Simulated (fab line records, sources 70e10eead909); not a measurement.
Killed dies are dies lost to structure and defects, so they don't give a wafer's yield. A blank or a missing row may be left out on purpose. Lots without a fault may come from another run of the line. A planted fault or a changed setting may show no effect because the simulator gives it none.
Which tool did it? | flow nand_harc | 15 lots, 45 wafers sampled, at 4 steps of a route of 1302

WHAT THE GAUGES READ, wafer by wafer
The record holds no reading of a measuring or inspecting step that can be judged against a usual standard deviation.

WHICH TOOL RAN EACH LOT (tool, then ch and the chambers of the sampled wafers, then the start)
lot  | NHARC_A_CHANNEL_FILL_D2_ETCHBACK_19 | NHARC_A_CHANNEL_FILL_D2_ETCHBACK_08           | NHARC_A_CHANNEL_FILL_D2_CMP_10 | NHARC_A_STAIRCASE_PEB_164
L224 | rie_si-06 ch 0,1,2, day 15 18:10    | rie_diel-09 ch 0,2,3, day 16 19:37 or earlier | cmp-04 ch 0,1,2, day 16 19:37  | litho_track-03 ch 0, day 16 21:01
L225 | rie_si-01 ch 0,3, day 15 18:11      | rie_diel-02 ch 0,1, day 16 19:39 or earlier   | cmp-01 ch 1,2, day 16 19:39    | litho_track-05 ch 0, day 16 21:19
L228 | rie_si-06 ch 0,1, day 17 07:36      | rie_diel-09 ch 1,2,3, day 18 07:56 or earlier | cmp-04 ch 0,2, day 18 07:56    | litho_track-07 ch 0, day 18 09:25
L227 | rie_si-04 ch 0,2, day 17 07:37      | rie_diel-02 ch 1,2, day 18 07:56 or earlier   | cmp-03 ch 1,2,3, day 18 07:56  | litho_track-03 ch 0, day 18 09:16
L232 | rie_si-04 ch 0,1,3, day 18 23:07    | rie_diel-09 ch 0,1,3, day 19 22:37 or earlier | cmp-01 ch 0,2,3, day 19 22:37  | litho_track-05 ch 0, day 19 23:53
L234 | rie_si-01 ch 1,2, day 19 13:46      | rie_diel-09 ch 1,2,3, day 20 13:04 or earlier | cmp-03 ch 0,2, day 20 13:04    | litho_track-05, day 20 14:34
L235 | rie_si-04 ch 0,3, day 19 13:46      | rie_diel-05 ch 0,1, day 20 13:07 or earlier   | cmp-04 ch 0,2,3, day 20 13:07  | litho_track-07, day 20 14:25
L236 | rie_si-04 ch 0,1,2, day 20 13:21    | rie_diel-09 ch 0,1,3, day 21 12:37 or earlier | cmp-04 ch 1,3, day 21 12:37    | litho_track-07, day 21 13:50
L239 | rie_si-01 ch 1,2,3, day 22 02:07    | rie_diel-09 ch 0,3, day 23 04:13 or earlier   | cmp-03 ch 0,2, day 23 04:13    | litho_track-03 ch 0, day 23 05:44
L240 | rie_si-06 ch 0,1,3, day 22 02:08    | rie_diel-02 ch 1,2, day 23 04:13 or earlier   | cmp-04 ch 1,2, day 23 04:13    | litho_track-05 ch 0, day 23 05:54
L241 | rie_si-04 ch 0,1,2, day 22 12:41    | rie_diel-09 ch 0,1,3, day 23 18:58 or earlier | cmp-03 ch 0,2,3, day 23 18:58  | litho_track-03 ch 0, day 23 20:11
L242 | rie_si-06 ch 0,2, day 24 00:37      | rie_diel-09 ch 0,1, day 24 23:50 or earlier   | cmp-01 ch 0,1, day 24 23:50    | litho_track-07 ch 0, day 25 01:11
L243 | rie_si-04 ch 0,1,3, day 24 00:38    | rie_diel-02 ch 1,2,3, day 24 23:52 or earlier | cmp-03 ch 0,1, day 24 23:52    | litho_track-03 ch 0, day 25 01:20
L244 | rie_si-06 ch 1,2,3, day 24 00:41    | rie_diel-05 ch 0,1,2, day 25 06:27 or earlier | cmp-03 ch 1,2,3, day 25 06:27  | litho_track-05 ch 0, day 25 07:49
L245 | rie_si-06 ch 2,3, day 24 16:38      | rie_diel-09 ch 0,3, day 25 17:08 or earlier   | cmp-03 ch 0,1,3, day 25 17:08  | litho_track-03 ch 0, day 25 19:26
- NHARC_A_CHANNEL_FILL_D2_ETCHBACK_19: etches the open film in HBr/Cl2, target depth 5 nm, time 1.7 s.
- NHARC_A_CHANNEL_FILL_D2_ETCHBACK_08: etches the open film in C4F8, target depth 220 nm, time 110 s.
- NHARC_A_CHANNEL_FILL_D2_CMP_10: polishes, target thk 150 nm.
- NHARC_A_STAIRCASE_PEB_164: peb time 130 s.

WHAT THE TOOLS THEMSELVES READ (means of the sampled wafers that have a number; where no wafer has one, the mark that the record gives instead)
NHARC_A_CHANNEL_FILL_D2_ETCHBACK_19.
lot  | tool      | drypump_motor_current_A (A) | oes_product_au (a.u.) | throttle_valve_pct (%)
L224 | rie_si-06 | 5.8                         | 1.004                 | 26.404
L225 | rie_si-01 | 5.9                         | 0.994                 | 26.406
L228 | rie_si-06 | 5.5                         | 1.003                 | 26.396
L227 | rie_si-04 | 5.5                         | 0.995                 | 26.401
L232 | rie_si-04 | 5.9                         | 0.996                 | 26.405
L234 | rie_si-01 | 6.0                         | 1.006                 | 26.402
L235 | rie_si-04 | 5.7                         | 0.994                 | 26.402
L236 | rie_si-04 | 5.6                         | 0.996                 | 26.395
L239 | rie_si-01 | 6.1                         | 1.004                 | 26.411
L240 | rie_si-06 | 5.9                         | 1.008                 | 26.408
L241 | rie_si-04 | 5.6                         | 0.994                 | 26.406
L242 | rie_si-06 | 5.5                         | 1.004                 | 26.407
L243 | rie_si-04 | 5.9                         | 0.995                 | 26.398
L244 | rie_si-06 | 6.2                         | 1.004                 | 26.406
L245 | rie_si-06 | 6.2                         | 0.990                 | 26.404

NHARC_A_CHANNEL_FILL_D2_ETCHBACK_08.
lot  | tool        | oes_product_au (a.u.) | rf_vpp_V (V)
L224 | rie_diel-09 | 1.00                  | 439.8
L225 | rie_diel-02 | 0.94                  | 442.3
L228 | rie_diel-09 | 0.99                  | 439.9
L227 | rie_diel-02 | 1.01                  | 441.3
L232 | rie_diel-09 | 0.93                  | 441.5
L234 | rie_diel-09 | 0.92                  | 440.7
L235 | rie_diel-05 | 0.94                  | 440.8
L236 | rie_diel-09 | 0.99                  | 440.4
L239 | rie_diel-09 | 1.01                  | 440.9
L240 | rie_diel-02 | 1.00                  | 438.9
L241 | rie_diel-09 | 0.99                  | 441.8
L242 | rie_diel-09 | 0.93                  | 440.6
L243 | rie_diel-02 | 0.95                  | 441.2
L244 | rie_diel-05 | 0.93                  | 441.4
L245 | rie_diel-09 | 1.00                  | 441.9

NHARC_A_CHANNEL_FILL_D2_CMP_10.
lot  | tool   | motor_current_A (A) | time_to_endpoint_s (s)
L224 | cmp-04 | 10.8                | 14.2
L225 | cmp-01 | 12.4                | 16.8
L228 | cmp-04 | 10.6                | 14.5
L227 | cmp-03 | 11.9                | 15.4
L232 | cmp-01 | 11.9                | 17.5
L234 | cmp-03 | 11.4                | 16.4
L235 | cmp-04 | 10.6                | 17.2
L236 | cmp-04 | 11.8                | 17.9
L239 | cmp-03 | 11.6                | 16.9
L240 | cmp-04 | 11.9                | 16.7
L241 | cmp-03 | 12.2                | 18.9
L242 | cmp-01 | 11.8                | 13.7
L243 | cmp-03 | 11.2                | 16.2
L244 | cmp-03 | 11.8                | 17.4
L245 | cmp-03 | 11.8                | 16.6

NHARC_A_STAIRCASE_PEB_164.
lot  | tool           | chill_plate_temp_C (C) | exhaust_pa (Pa)
L224 | litho_track-03 | 22.90                  | 44.0
L225 | litho_track-05 | 22.97                  | 44.8
L228 | litho_track-07 | 22.91                  | 44.9
L227 | litho_track-03 | 23.06                  | 45.6
L232 | litho_track-05 | 23.04                  | 45.1
L234 | litho_track-05 | -                      | -
L235 | litho_track-07 | -                      | -
L236 | litho_track-07 | -                      | -
L239 | litho_track-03 | 22.90                  | 44.9
L240 | litho_track-05 | 23.05                  | 45.2
L241 | litho_track-03 | 23.04                  | 46.2
L242 | litho_track-07 | 22.89                  | 45.4
L243 | litho_track-03 | 22.96                  | 45.2
L244 | litho_track-05 | 23.03                  | 45.3
L245 | litho_track-03 | 23.08                  | 44.7

THE ANSWER, worked out from the rows above alone
Rule: what is usual is taken from the lots themselves. Put in order of their means at a reading, lots are off if they are a third of the lots or fewer, leave a main group of 4 or more, and stand apart from it by a gap of 3 or more times the standard deviation of the main group's means; of several such gaps the widest counts. A main group whose means are all the same, to the digits that the tables above print for the reading, isn't used. A lot without any number at a reading at which 4 lots or more have one is off too. The other lots that the step has rows for count as sound. The gauges are gone through in route order, then the tools' own readings, and for those a lot's mean is taken as printed above. The first step at which some lot is off is used, and at that step the reading that is off furthest; a lot without a number counts as furthest.
Off: L234, L235, L236, at NHARC_A_STAIRCASE_PEB_164 (chill_plate_temp_C). Without a number there: L234, L235, L236. The main group: mean 22.99 C, standard deviation 0.069.
A tool fits if, at that step or a process step before it, it ran every lot that is off, and no sound lot after the first of them. NHARC_A_CHANNEL_FILL_D2_ETCHBACK_08 gives no start for some lots, so the hours and the order of its lots are those of NHARC_A_CHANNEL_FILL_D2_CMP_10. None of those tried fits.

WHAT THE SIMULATOR HAD PUT IN
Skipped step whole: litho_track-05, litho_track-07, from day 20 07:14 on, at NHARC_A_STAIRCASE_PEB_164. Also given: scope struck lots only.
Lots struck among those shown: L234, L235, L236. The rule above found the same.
